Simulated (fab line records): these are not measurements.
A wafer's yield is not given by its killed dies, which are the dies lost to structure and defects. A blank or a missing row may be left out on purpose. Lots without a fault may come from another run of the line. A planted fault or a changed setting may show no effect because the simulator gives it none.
What tool caused it? :: flow n5Finfet :: Sampling: 13 lots, 31 wafers, 5 of 1938 route steps

== WHAT THE GAUGES READ, wafer by wafer ==
N5_MIM_BOT_LITHO_CD_MEAS_08: target cd 3000 nm. Usual: cdNm at 3001.0 nm, with a standard deviation of 2.3.
lot: L984
measured: day 11 04:26
on: cdSem-03
cdNm (nm): 2999.1 3001.1
flag: 

lot: L983
measured: day 11 12:48
on: cdSem-03
cdNm (nm): 2999.3 3000.7
flag: 

lot: L986
measured: day 12 04:18
on: cdSem-01
cdNm (nm): 2999.0 3002.4 3001.9
flag: 

lot: L985
measured: day 12 06:28
on: cdSem-03
cdNm (nm): 3001.5 3001.6
flag: 

lot: L988
measured: day 12 10:35
on: cdSem-01
cdNm (nm): 2998.7 3000.0 3001.2
flag: 

lot: L987
measured: day 12 17:22
on: cdSem-02
cdNm (nm): 3004.9 2999.6 2999.6
flag: 

lot: L990
measured: day 13 04:08
on: cdSem-02
cdNm (nm): 3002.7 3004.3 3005.4
flag: 

lot: L991
measured: day 13 10:04
on: cdSem-01
cdNm (nm): 3001.7 3003.5 3001.4
flag: 

lot: L993
measured: day 14 05:22
on: cdSem-03
cdNm (nm): 3000.2 2998.7
flag: 

lot: L998
measured: day 15 20:49
on: cdSem-01
cdNm (nm): 3052.9 3000.6
flag: OFF

lot: L103
measured: day 16 10:53
on: cdSem-02
cdNm (nm): 3052.5 2998.5
flag: OFF

lot: L104
measured: day 17 02:14
on: cdSem-03
cdNm (nm): 3003.8 3003.4
flag: 

lot: L105
measured: day 17 08:17
on: cdSem-03
cdNm (nm): 3001.3 3002.6
flag: 

N5_MIM_BOT_LITHO_OVL_MEAS_11. Usual: MIM_BOT_OVL typically reads -1 nm, with standard deviation 4.7.
lot: L984
measured: day 11 04:28
on: overlay-01
MIM_BOT_OVL (nm): 1 5
flag: 

lot: L983
measured: day 11 12:50
on: overlay-01
MIM_BOT_OVL (nm): -1 1
flag: 

lot: L986
measured: day 12 04:20
on: overlay-01
MIM_BOT_OVL (nm): -9 0 -2
flag: 

lot: L985
measured: day 12 06:29
on: overlay-02
MIM_BOT_OVL (nm): 2 2
flag: 

lot: L988
measured: day 12 10:37
on: overlay-01
MIM_BOT_OVL (nm): 1 -3 -3
flag: 

lot: L987
measured: day 12 17:24
on: overlay-02
MIM_BOT_OVL (nm): 2 5 5
flag: 

lot: L990
measured: day 13 04:09
on: overlay-01
MIM_BOT_OVL (nm): -5 -6 0
flag: 

lot: L991
measured: day 13 10:07
on: overlay-02
MIM_BOT_OVL (nm): -5 -3 -4
flag: 

lot: L993
measured: day 14 05:23
on: overlay-01
MIM_BOT_OVL (nm): 0 -1
flag: 

lot: L998
measured: day 15 20:50
on: overlay-01
MIM_BOT_OVL (nm): -7 -7
flag: 

lot: L103
measured: day 16 10:54
on: overlay-01
MIM_BOT_OVL (nm): -5 -2
flag: 

lot: L104
measured: day 17 02:15
on: overlay-02
MIM_BOT_OVL (nm): 5 7
flag: 

lot: L105
measured: day 17 08:19
on: overlay-02
MIM_BOT_OVL (nm): 4 0
flag: 

== TOOL THAT RAN EACH LOT (tool first, then ch and the chambers of the sampled wafers, then the start) ==
lot: L984
N5_BEOL_M15_SPUTTER_45: pvdSputter-03, day 10 23:42
N5_BEOL_M15_CMP_49: cmp-04 ch 1,2, day 11 00:28
N5_MIM_BOT_LITHO_EXPOSE_05: krfScanner-01 ch 0, day 11 04:16

lot: L983
N5_BEOL_M15_SPUTTER_45: pvdSputter-02, day 11 06:15
N5_BEOL_M15_CMP_49: cmp-04 ch 2,3, day 11 06:54
N5_MIM_BOT_LITHO_EXPOSE_05: krfScanner-02 ch 0, day 11 12:37

lot: L986
N5_BEOL_M15_SPUTTER_45: pvdSputter-03, day 11 21:47
N5_BEOL_M15_CMP_49: cmp-04 ch 1,2,3, day 11 23:10
N5_MIM_BOT_LITHO_EXPOSE_05: krfScanner-02 ch 0, day 12 04:08

lot: L985
N5_BEOL_M15_SPUTTER_45: pvdSputter-03, day 12 00:38
N5_BEOL_M15_CMP_49: cmp-04 ch 1, day 12 01:34
N5_MIM_BOT_LITHO_EXPOSE_05: krfScanner-02 ch 0, day 12 06:17

lot: L988
N5_BEOL_M15_SPUTTER_45: pvdSputter-03, day 12 03:54
N5_BEOL_M15_CMP_49: cmp-02 ch 0,1,2, day 12 05:05
N5_MIM_BOT_LITHO_EXPOSE_05: krfScanner-01 ch 0, day 12 10:25

lot: L987
N5_BEOL_M15_SPUTTER_45: pvdSputter-02, day 12 10:30
N5_BEOL_M15_CMP_49: cmp-02 ch 1,2,3, day 12 11:30
N5_MIM_BOT_LITHO_EXPOSE_05: krfScanner-01 ch 0, day 12 17:12

lot: L990
N5_BEOL_M15_SPUTTER_45: pvdSputter-01, day 12 22:28
N5_BEOL_M15_CMP_49: cmp-04 ch 0,3, day 12 23:09
N5_MIM_BOT_LITHO_EXPOSE_05: krfScanner-02 ch 0, day 13 03:57

lot: L991
N5_BEOL_M15_SPUTTER_45: pvdSputter-03, day 13 04:54
N5_BEOL_M15_CMP_49: cmp-04 ch 0,2,3, day 13 05:40
N5_MIM_BOT_LITHO_EXPOSE_05: krfScanner-01 ch 0, day 13 09:53

lot: L993
N5_BEOL_M15_SPUTTER_45: pvdSputter-01, day 14 00:21
N5_BEOL_M15_CMP_49: cmp-01 ch 2,3, day 14 01:14
N5_MIM_BOT_LITHO_EXPOSE_05: krfScanner-01 ch 0, day 14 05:12

lot: L998
N5_BEOL_M15_SPUTTER_45: pvdSputter-02, day 15 15:32
N5_BEOL_M15_CMP_49: cmp-01 ch 0,3, day 15 16:20
N5_MIM_BOT_LITHO_EXPOSE_05: krfScanner-01 ch 0, day 15 20:38

lot: L103
N5_BEOL_M15_SPUTTER_45: pvdSputter-02, day 16 05:19
N5_BEOL_M15_CMP_49: cmp-01 ch 1,3, day 16 06:06
N5_MIM_BOT_LITHO_EXPOSE_05: krfScanner-01 ch 0, day 16 10:43

lot: L104
N5_BEOL_M15_SPUTTER_45: pvdSputter-01, day 16 19:49
N5_BEOL_M15_CMP_49: cmp-04 ch 0,3, day 16 20:35
N5_MIM_BOT_LITHO_EXPOSE_05: krfScanner-02 ch 0, day 17 02:04

lot: L105
N5_BEOL_M15_SPUTTER_45: pvdSputter-03, day 17 00:55
N5_BEOL_M15_CMP_49: cmp-01 ch 1,2, day 17 01:58
N5_MIM_BOT_LITHO_EXPOSE_05: krfScanner-02 ch 0, day 17 08:08
- N5_BEOL_M15_SPUTTER_45: material Cu, target thk 100 nm, time 16.67 s.
- N5_BEOL_M15_CMP_49: polishes, stops on SiO2, t overpolish 4.9 s, target thk 850 nm.
- N5_MIM_BOT_LITHO_EXPOSE_05: exposes mask MIM BOT.

== AS READ BY THE TOOLS THEMSELVES (means over the sampled wafers that have a number; for cases with no such wafer, the mark the record gives instead) ==
N5_BEOL_M15_SPUTTER_45. Usual: biasV 60.0 V, standard deviation 0.59; susceptorTempC -20.00 C, standard deviation 0.1; throttleValvePct 29.9 %, standard deviation 0.87.
lot: L984
tool: pvdSputter-03
biasV (V): 59.5
susceptorTempC (C): -20.09
throttleValvePct (%): 29.7
flag: 

lot: L983
tool: pvdSputter-02
biasV (V): 60.0
susceptorTempC (C): -20.06
throttleValvePct (%): 30.1
flag: 

lot: L986
tool: pvdSputter-03
biasV (V): 59.9
susceptorTempC (C): -19.99
throttleValvePct (%): 29.5
flag: 

lot: L985
tool: pvdSputter-03
biasV (V): 59.3
susceptorTempC (C): -20.02
throttleValvePct (%): 30.4
flag: 

lot: L988
tool: pvdSputter-03
biasV (V): 60.0
susceptorTempC (C): -19.91
throttleValvePct (%): 30.6
flag: 

lot: L987
tool: pvdSputter-02
biasV (V): 60.6
susceptorTempC (C): -20.07
throttleValvePct (%): 30.0
flag: 

lot: L990
tool: pvdSputter-01
biasV (V): 59.8
susceptorTempC (C): -19.95
throttleValvePct (%): 29.5
flag: 

lot: L991
tool: pvdSputter-03
biasV (V): 59.8
susceptorTempC (C): -20.01
throttleValvePct (%): 30.3
flag: 

lot: L993
tool: pvdSputter-01
biasV (V): 60.3
susceptorTempC (C): -20.05
throttleValvePct (%): 29.2
flag: 

lot: L998
tool: pvdSputter-02
biasV (V): 60.9
susceptorTempC (C): -20.16
throttleValvePct (%): 29.8
flag: 

lot: L103
tool: pvdSputter-02
biasV (V): 60.0
susceptorTempC (C): -19.91
throttleValvePct (%): 30.6
flag: 

lot: L104
tool: pvdSputter-01
biasV (V): 60.0
susceptorTempC (C): -19.92
throttleValvePct (%): 29.7
flag: 

lot: L105
tool: pvdSputter-03
biasV (V): 59.8
susceptorTempC (C): -19.99
throttleValvePct (%): 30.4
flag: 

N5_BEOL_M15_CMP_49. Usual: barrierFieldEndpointS 11.6 s, standard deviation 0.33; motorCurrentA 8.3 A, standard deviation 0.71; overpolishRunS 4.900 s, standard deviation 0.0084; slurryFilterDpKPa 13.48 kPa, standard deviation 0.15.
lot: L984
tool: cmp-04
barrierFieldEndpointS (s): 11.8
motorCurrentA (A): 8.5
overpolishRunS (s): 4.905
slurryFilterDpKPa (kPa): 13.63
flag: 

lot: L983
tool: cmp-04
barrierFieldEndpointS (s): 12.1
motorCurrentA (A): 8.1
overpolishRunS (s): 4.902
slurryFilterDpKPa (kPa): 13.35
flag: 

lot: L986
tool: cmp-04
barrierFieldEndpointS (s): 11.7
motorCurrentA (A): 8.3
overpolishRunS (s): 4.897
slurryFilterDpKPa (kPa): 13.47
flag: 

lot: L985
tool: cmp-04
barrierFieldEndpointS (s): 11.8
motorCurrentA (A): 8.4
overpolishRunS (s): 4.894
slurryFilterDpKPa (kPa): 13.29
flag: 

lot: L988
tool: cmp-02
barrierFieldEndpointS (s): 11.4
motorCurrentA (A): 7.5
overpolishRunS (s): 4.905
slurryFilterDpKPa (kPa): 13.38
flag: 

lot: L987
tool: cmp-02
barrierFieldEndpointS (s): 11.5
motorCurrentA (A): 7.8
overpolishRunS (s): 4.899
slurryFilterDpKPa (kPa): 13.40
flag: 

lot: L990
tool: cmp-04
barrierFieldEndpointS (s): 11.1
motorCurrentA (A): 8.3
overpolishRunS (s): 4.903
slurryFilterDpKPa (kPa): 13.58
flag: 

lot: L991
tool: cmp-04
barrierFieldEndpointS (s): 11.7
motorCurrentA (A): 8.3
overpolishRunS (s): 4.900
slurryFilterDpKPa (kPa): 13.39
flag: 

lot: L993
tool: cmp-01
barrierFieldEndpointS (s): 11.8
motorCurrentA (A): 7.7
overpolishRunS (s): 4.896
slurryFilterDpKPa (kPa): 13.59
flag: 

lot: L998
tool: cmp-01
barrierFieldEndpointS (s): 11.6
motorCurrentA (A): 8.6
overpolishRunS (s): 4.900
slurryFilterDpKPa (kPa): 13.61
flag: 

lot: L103
tool: cmp-01
barrierFieldEndpointS (s): 11.3
motorCurrentA (A): 9.7
overpolishRunS (s): 4.891
slurryFilterDpKPa (kPa): 13.34
flag: 

lot: L104
tool: cmp-04
barrierFieldEndpointS (s): 11.6
motorCurrentA (A): 8.2
overpolishRunS (s): 4.902
slurryFilterDpKPa (kPa): 13.61
flag: 

lot: L105
tool: cmp-01
barrierFieldEndpointS (s): 11.4
motorCurrentA (A): 8.3
overpolishRunS (s): 4.899
slurryFilterDpKPa (kPa): 13.57
flag: 

== THE ANSWER, worked out from the rows above alone ==
Rule: a lot counts as off when the mean over its wafers that have a number is more than 3 standard deviations away from the usual mean. Also off: a lot with no number at a reading for which 4 or more lots have one. All remaining lots with rows at the step are treated as sound. First the gauges in route order, then the tools' own readings, where a lot's mean is used as printed above. At the first step where some lot is off, the reading lying furthest off is the one used; lots without a number count as furthest.
Off, at N5_MIM_BOT_LITHO_CD_MEAS_08 on cdNm: L998, L103.
If a tool, at a process step before that reading, ran all the lots that are off and no sound lot after the first of them, it fits. The gauges at N5_MIM_BOT_LITHO_CD_MEAS_08 are tried like those tools. Can't be told from this: 2 tools fit, pvdSputter-02 at N5_BEOL_M15_SPUTTER_45, krfScanner-01 at N5_MIM_BOT_LITHO_EXPOSE_05.

== WHAT THE SIMULATOR HAD INSERTED ==
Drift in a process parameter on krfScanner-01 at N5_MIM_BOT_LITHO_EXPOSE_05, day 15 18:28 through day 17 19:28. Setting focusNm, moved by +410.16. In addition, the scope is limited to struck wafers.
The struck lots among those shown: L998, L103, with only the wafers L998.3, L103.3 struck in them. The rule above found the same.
